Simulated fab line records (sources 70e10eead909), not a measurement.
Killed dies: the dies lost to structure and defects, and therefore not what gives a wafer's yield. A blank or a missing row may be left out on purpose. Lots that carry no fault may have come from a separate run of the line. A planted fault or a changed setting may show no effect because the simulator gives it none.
Which tool was responsible?	flow nand_harc	13 lots, 37 wafers sampled, at 5 steps of a route of 1302

WHAT EACH GAUGE READ, for each wafer
NHARC_P_GATE_INSPECT_28. Usual: raw_defect_count at 7, with a standard deviation of 3.
lot	measured	on	raw_defect_count	flag
L450	day 5 02:02	defect_inspect-02	5 9 9	
L452	day 5 21:37	defect_inspect-02	5 6 3	
L453	day 6 07:35	defect_inspect-01	3 9 6	
L456	day 7 22:25	defect_inspect-01	6 3 6	
L458	day 8 09:35	defect_inspect-01	5 9 4	
L460	day 9 01:39	defect_inspect-01	7 3 8	
L461	day 9 20:26	defect_inspect-01	10 8	
L463	day 10 06:11	defect_inspect-02	0 5 6	
L464	day 10 15:52	defect_inspect-02	8 12	
L465	day 11 14:40	defect_inspect-01	6 12 4	
L471	day 13 13:17	defect_inspect-01	11 9 5	
L472	day 13 23:48	defect_inspect-01	6 1 2	
L473	day 14 12:34	defect_inspect-01	6 4 5	

NHARC_P_GATE_CD_MEAS_33. Usual: cd_nm at 121.1 nm, with a standard deviation of 2.7.
lot	measured	on	cd_nm (nm)	flag
L450	day 5 02:53	cd_sem-03	121.7 122.6 122.7	
L452	day 5 22:28	cd_sem-02	120.0 117.6 119.0	
L453	day 6 08:30	cd_sem-02	119.6 125.2 123.6	
L456	day 7 23:16	cd_sem-03	120.0 125.5 120.5	
L458	day 8 10:29	cd_sem-02	119.6 123.2 123.9	
L460	day 9 02:32	cd_sem-03	122.9 121.3 122.9	
L461	day 9 21:29	cd_sem-02	120.3 122.3	
L463	day 10 07:02	cd_sem-03	124.2 121.9 126.2	
L464	day 10 16:46	cd_sem-03	118.7 121.7	
L465	day 11 15:37	cd_sem-02	120.4 122.1 121.6	
L471	day 13 14:10	cd_sem-03	114.7 116.1 114.7	
L472	day 14 00:40	cd_sem-01	121.3 120.7 124.7	
L473	day 14 13:25	cd_sem-01	119.7 115.4 120.6	

NHARC_END_SORT_01. Usual: killed_at_array 57, standard deviation 20; killed_at_other 1.3, standard deviation 1.4; killed_at_periphery 3.4, standard deviation 2.4; killed_dies 61, standard deviation 19; killed_open 2.9, standard deviation 1.8; killed_short 2.5, standard deviation 1.6.
lot	measured	on	killed_at_array	killed_at_other	killed_at_periphery	killed_dies	killed_open	killed_short	flag
L450	day 25 01:02	prober-02	21 18 31	0 1 0	3 1 3	24 20 34	2 1 3	2 1 3	
L452	day 25 13:47	prober-01	22 25 34	2 4 1	3 7 4	27 36 39	0 3 3	2 3 7	
L453	day 26 06:37	prober-02	36 44 38	0 0 0	4 4 5	40 48 43	4 0 4	4 3 1	
L456	day 27 11:46	prober-01	50 56 64	1 0 0	3 2 3	54 58 67	3 0 2	1 1 1	
L458	day 28 04:57	prober-02	94 99 86	1 2 3	2 6 3	97 107 92	3 1 7	3 4 5	
L460	day 29 07:54	prober-01	51 57 48	0 0 0	0 2 0	51 59 48	0 2 1	2 2 3	
L461	day 29 18:43	prober-02	27 26	2 4	6 6	35 36	9 4	3 5	
L463	day 29 08:45	prober-02	98 94 98	0 2 0	2 0 1	100 96 99	6 3 1	5 5 3	
L464	day 30 13:12	prober-01	68	0	2	70	2	4	
L465	day 30 16:39	prober-02	55 63 52	1 0 0	3 1 2	59 64 54	4 0 3	1 2 4	
L471	day 33 11:52	prober-01	93 90 86	2 4 2	3 5 2	98 99 90	3 4 2	1 0 0	
L472	day 33 16:25	prober-02	60 75 84	2 1 1	2 1 1	64 77 86	4 1 2	2 1 2	
L473	day 33 19:38	prober-01	43 33 46	4 2 3	2 2 3	49 37 52	2 2 5	0 1 4	

WHICH TOOL RAN EACH LOT (tool, then ch and the chambers of the sampled wafers, then the start)
lot	NHARC_P_GATE_ETCH_32	NHARC_P_GATE_STRIP_108
L450	rie_si-02 ch 0,2,3, day 5 02:35	rie_diel-01 ch 0,1,3, day 5 02:43
L452	rie_si-02 ch 0,1,2, day 5 22:08	rie_diel-01 ch 1,2,3, day 5 22:17
L453	rie_si-06 ch 0,1,2, day 6 08:10	rie_diel-07 ch 0,1,2, day 6 08:19
L456	rie_si-02 ch 0,1,2, day 7 22:56	rie_diel-07 ch 0,2,3, day 7 23:05
L458	rie_si-06 ch 1,2,3, day 8 10:07	rie_diel-02 ch 0,2,3, day 8 10:16
L460	rie_si-06 ch 0,1,3, day 9 02:12	rie_diel-01 ch 0,2,3, day 9 02:20
L461	rie_si-06 ch 0,3, day 9 21:07	rie_diel-01 ch 0,1, day 9 21:17
L463	rie_si-06 ch 0,3, day 10 06:42	rie_diel-07 ch 0,3, day 10 06:52
L464	rie_si-06 ch 0,1, day 10 16:27	rie_diel-02 ch 0,2, day 10 16:38
L465	rie_si-02 ch 0,1,3, day 11 15:17	rie_diel-02 ch 0,3, day 11 15:25
L471	rie_si-02 ch 2,3, day 13 13:49	rie_diel-01 ch 0,1,3, day 13 13:59
L472	rie_si-04 ch 0,1,3, day 14 00:20	rie_diel-07 ch 0,1,2, day 14 00:31
L473	rie_si-02 ch 0,2,3, day 14 13:07	rie_diel-02 ch 0,1,2, day 14 13:14
- NHARC_P_GATE_ETCH_32: etches the open film in HBr/Cl2, target depth 150 nm, time 100.1 s.
- NHARC_P_GATE_STRIP_108: strips in O2.

AS READ BY THE TOOLS THEMSELVES (means over the sampled wafers that have a number; for cases with no such wafer, the mark the record gives instead)
NHARC_P_GATE_ETCH_32. Usual: bias_w 100.0 W, standard deviation 0.32; drypump_motor_current_A 5.9 A, standard deviation 0.5; mfc_cl2_sccm 50.01 sccm, standard deviation 0.15; oes_product_au 1.001 a.u., standard deviation 0.011; rf_fwd_power_W 396.8 W, standard deviation 1.3; throttle_valve_pct 26.406 %, standard deviation 0.0092.
lot	tool	bias_w (W)	drypump_motor_current_A (A)	mfc_cl2_sccm (sccm)	oes_product_au (a.u.)	rf_fwd_power_W (W)	throttle_valve_pct (%)	flag
L450	rie_si-02	99.9	6.0	50.03	0.990	396.5	26.415	
L452	rie_si-02	100.0	6.0	50.00	0.984	396.7	26.406	
L453	rie_si-06	100.1	5.7	49.99	1.006	395.7	26.401	
L456	rie_si-02	100.0	6.0	50.11	0.992	397.0	26.410	
L458	rie_si-06	99.9	5.7	49.98	1.006	397.6	26.403	
L460	rie_si-06	100.0	5.5	50.03	1.005	396.5	26.401	
L461	rie_si-06	100.0	5.5	55.09	0.993	397.4	26.706	OFF
L463	rie_si-06	99.8	5.5	53.32	0.993	397.6	26.594	OFF
L464	rie_si-06	99.8	5.5	54.80	1.014	396.2	26.703	OFF
L465	rie_si-02	100.2	6.4	50.06	1.010	395.9	26.401	
L471	rie_si-02	100.4	6.1	49.85	1.006	396.4	26.405	
L472	rie_si-04	100.0	5.4	49.90	0.988	397.2	26.400	
L473	rie_si-02	100.1	6.0	50.08	1.002	397.6	26.410	

NHARC_P_GATE_STRIP_108. Usual: drypump_motor_current_A 5.5 A, standard deviation 0.55; oes_product_au 0.999 a.u., standard deviation 0.0092; rf_vpp_V 57.9 V, standard deviation 0.89; showerhead_plenum_p_Torr 3.55 Torr, standard deviation 0.14; throttle_valve_pct 17.036 %, standard deviation 0.009.
lot	tool	drypump_motor_current_A (A)	oes_product_au (a.u.)	rf_vpp_V (V)	showerhead_plenum_p_Torr (Torr)	throttle_valve_pct (%)	flag
L450	rie_diel-01	4.9	1.003	57.4	3.59	17.033	
L452	rie_diel-01	5.3	1.004	58.6	3.72	17.032	
L453	rie_diel-07	6.0	0.995	57.3	3.42	17.035	
L456	rie_diel-07	5.8	0.996	57.1	3.38	17.034	
L458	rie_diel-02	5.7	0.991	57.8	3.57	17.036	
L460	rie_diel-01	5.1	0.996	57.8	3.59	17.042	
L461	rie_diel-01	5.0	0.996	59.8	3.58	17.041	
L463	rie_diel-07	5.5	0.989	57.3	3.40	17.039	
L464	rie_diel-02	6.1	1.002	58.2	3.59	17.035	
L465	rie_diel-02	5.5	1.003	57.8	3.61	17.032	
L471	rie_diel-01	4.9	0.992	56.6	3.59	17.037	
L472	rie_diel-07	6.0	0.989	58.4	3.42	17.028	
L473	rie_diel-02	6.0	1.002	57.8	3.61	17.039	

THE ANSWER, worked out from the rows above alone
Rule: a lot is off if the mean of its wafers that have a number lies more than 3 standard deviations from the usual mean. Also off: a lot with no number at a reading for which 4 or more lots have one. Any other lot the step has rows for is counted as sound. The gauges are gone through in route order, then the tools' own readings, and for those a lot's mean is taken as printed above. At the first step where some lot is off, the reading lying furthest off is the one used; lots without a number count as furthest.
Off: L461, L463, L464 (NHARC_P_GATE_ETCH_32, mfc_cl2_sccm).
If a tool, at that step or one of the process steps before it, ran each lot that is off and ran no sound lot following the first of them, it fits. One fits: rie_si-06 at NHARC_P_GATE_ETCH_32. A fault onset in the window from L460 (day 9 02:12, its last sound lot) to L461 (day 9 21:07, its first lot off) fits.
The tool's own readings at NHARC_P_GATE_ETCH_32 bear it out: on the lots that are off they differ by more than 5 times the standard deviation of the sound lots' means. mfc_cl2_sccm reads 54.40 sccm there against 50.00 sccm on the sound lots; throttle_valve_pct reads 26.668 % there against 26.405 % on the sound lots.

WHAT THE SIMULATOR HAD PUT IN
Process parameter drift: rie_si-06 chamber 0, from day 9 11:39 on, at NHARC_P_GATE_ETCH_32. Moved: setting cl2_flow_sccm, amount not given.
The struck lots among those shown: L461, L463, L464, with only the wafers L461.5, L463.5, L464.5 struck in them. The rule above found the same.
